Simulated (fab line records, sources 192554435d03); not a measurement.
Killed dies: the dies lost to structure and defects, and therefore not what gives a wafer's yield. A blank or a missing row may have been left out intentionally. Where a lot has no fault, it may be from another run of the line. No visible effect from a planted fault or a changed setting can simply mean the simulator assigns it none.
Matching of chambers :: flow n5-finfet :: rie-diel-05 running N5_BEOL_M5_ETCH_68: 4 sister chambers
The step etches SOC in N2/H2, target depth 80 nm, overetch 16 nm, time 120 s. 20 wafers are shown with their chamber, then 10 later ones without.

== WAFERS WITH THEIR CHAMBER ==
wafer: L074.1
chamber: 0
drypump-motor-current-A (A): 6.7
showerhead-plenum-p-Torr (Torr): 2.40
oes-product-au (a.u.): 0.54

wafer: L074.3
chamber: 1
drypump-motor-current-A (A): 6.7
showerhead-plenum-p-Torr (Torr): 2.43
oes-product-au (a.u.): 0.57

wafer: L074.5
chamber: 0
drypump-motor-current-A (A): 6.7
showerhead-plenum-p-Torr (Torr): 2.40
oes-product-au (a.u.): 0.54

wafer: L078.1
chamber: 2
drypump-motor-current-A (A): 5.3
showerhead-plenum-p-Torr (Torr): 2.62
oes-product-au (a.u.): 0.55

wafer: L078.3
chamber: 1
drypump-motor-current-A (A): 6.7
showerhead-plenum-p-Torr (Torr): 2.42
oes-product-au (a.u.): 0.56

wafer: L078.5
chamber: 0
drypump-motor-current-A (A): 6.7
showerhead-plenum-p-Torr (Torr): 2.40
oes-product-au (a.u.): 0.53

wafer: L079.1
chamber: 0
drypump-motor-current-A (A): 6.7
showerhead-plenum-p-Torr (Torr): 2.39
oes-product-au (a.u.): 0.54

wafer: L079.2
chamber: 3
drypump-motor-current-A (A): 5.0
showerhead-plenum-p-Torr (Torr): 2.72
oes-product-au (a.u.): 0.69

wafer: L079.6
chamber: 3
drypump-motor-current-A (A): 4.9
showerhead-plenum-p-Torr (Torr): 2.72
oes-product-au (a.u.): 0.69

wafer: L082.2
chamber: 3
drypump-motor-current-A (A): 4.9
showerhead-plenum-p-Torr (Torr): 2.72
oes-product-au (a.u.): 0.69

wafer: L082.3
chamber: 0
drypump-motor-current-A (A): 6.7
showerhead-plenum-p-Torr (Torr): 2.39
oes-product-au (a.u.): 0.53

wafer: L082.4
chamber: 2
drypump-motor-current-A (A): 5.3
showerhead-plenum-p-Torr (Torr): 2.62
oes-product-au (a.u.): 0.54

wafer: L083.1
chamber: 2
drypump-motor-current-A (A): 5.3
showerhead-plenum-p-Torr (Torr): 2.62
oes-product-au (a.u.): 0.54

wafer: L083.2
chamber: 3
drypump-motor-current-A (A): 4.9
showerhead-plenum-p-Torr (Torr): 2.72
oes-product-au (a.u.): 0.68

wafer: L083.4
chamber: 1
drypump-motor-current-A (A): 6.7
showerhead-plenum-p-Torr (Torr): 2.42
oes-product-au (a.u.): 0.56

wafer: L088.2
chamber: 2
drypump-motor-current-A (A): 5.3
showerhead-plenum-p-Torr (Torr): 2.61
oes-product-au (a.u.): 0.53

wafer: L088.3
chamber: 0
drypump-motor-current-A (A): 6.7
showerhead-plenum-p-Torr (Torr): 2.38
oes-product-au (a.u.): 0.52

wafer: L088.5
chamber: 1
drypump-motor-current-A (A): 6.7
showerhead-plenum-p-Torr (Torr): 2.41
oes-product-au (a.u.): 0.54

wafer: L095.2
chamber: 1
drypump-motor-current-A (A): 6.7
showerhead-plenum-p-Torr (Torr): 2.41
oes-product-au (a.u.): 0.55

wafer: L095.5
chamber: 0
drypump-motor-current-A (A): 6.7
showerhead-plenum-p-Torr (Torr): 2.38
oes-product-au (a.u.): 0.52

SIGNATURES (means of the wafers above)
reading: drypump-motor-current-A
chamber 0: 6.700
chamber 1: 6.700
chamber 2: 5.300
chamber 3: 4.925
scatter within a chamber: 0.0217

reading: showerhead-plenum-p-Torr
chamber 0: 2.3914
chamber 1: 2.4180
chamber 2: 2.6175
chamber 3: 2.7200
scatter within a chamber: 0.00725

reading: oes-product-au
chamber 0: 0.5314
chamber 1: 0.5560
chamber 2: 0.5400
chamber 3: 0.6875
scatter within a chamber: 0.00895
Rule: for each reading, subtract the chamber's mean from the wafer's reading, divide by that reading's scatter and square the result; add these up over the readings and take the root, which gives the wafer's distance from the chamber. If the next closest chamber is less than 2 further off than the closest, the wafer can't be placed; otherwise it belongs to the closest. The scatter is the square root of a quotient: the sum, over the shown wafers, of each reading's squared deviation from its chamber's mean, divided by wafers minus chambers.

== WAFERS WITHOUT THEIR CHAMBER ==
wafer: L095.6
drypump-motor-current-A (A): 4.9
showerhead-plenum-p-Torr (Torr): 2.71
oes-product-au (a.u.): 0.65

wafer: L085.2
drypump-motor-current-A (A): 5.0
showerhead-plenum-p-Torr (Torr): 2.71
oes-product-au (a.u.): 0.65

wafer: L085.4
drypump-motor-current-A (A): 6.7
showerhead-plenum-p-Torr (Torr): 2.38
oes-product-au (a.u.): 0.52

wafer: L085.6
drypump-motor-current-A (A): 6.7
showerhead-plenum-p-Torr (Torr): 2.41
oes-product-au (a.u.): 0.54

wafer: L092.2
drypump-motor-current-A (A): 6.7
showerhead-plenum-p-Torr (Torr): 2.41
oes-product-au (a.u.): 0.55

wafer: L092.4
drypump-motor-current-A (A): 6.7
showerhead-plenum-p-Torr (Torr): 2.38
oes-product-au (a.u.): 0.52

wafer: L092.6
drypump-motor-current-A (A): 6.7
showerhead-plenum-p-Torr (Torr): 2.41
oes-product-au (a.u.): 0.54

wafer: L097.1
drypump-motor-current-A (A): 6.7
showerhead-plenum-p-Torr (Torr): 2.38
oes-product-au (a.u.): 0.52

wafer: L097.3
drypump-motor-current-A (A): 5.3
showerhead-plenum-p-Torr (Torr): 2.61
oes-product-au (a.u.): 0.53

wafer: L097.6
drypump-motor-current-A (A): 5.0
showerhead-plenum-p-Torr (Torr): 2.70
oes-product-au (a.u.): 0.65

== EACH ONE'S CHAMBER ==
wafer: L095.6
from the rows above: 3
in truth: 3

wafer: L085.2
from the rows above: 3
in truth: 3

wafer: L085.4
from the rows above: 0
in truth: 0

wafer: L085.6
from the rows above: can't be placed: 1 or 0
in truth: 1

wafer: L092.2
from the rows above: 1
in truth: 1

wafer: L092.4
from the rows above: 0
in truth: 0

wafer: L092.6
from the rows above: can't be placed: 1 or 0
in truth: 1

wafer: L097.1
from the rows above: 0
in truth: 0

wafer: L097.3
from the rows above: 2
in truth: 2

wafer: L097.6
from the rows above: 3
in truth: 3
Correct placement for 8 of the 10. Not placeable from these rows: 2 (in 2, the candidates include the true chamber). Number placed wrongly: 0.
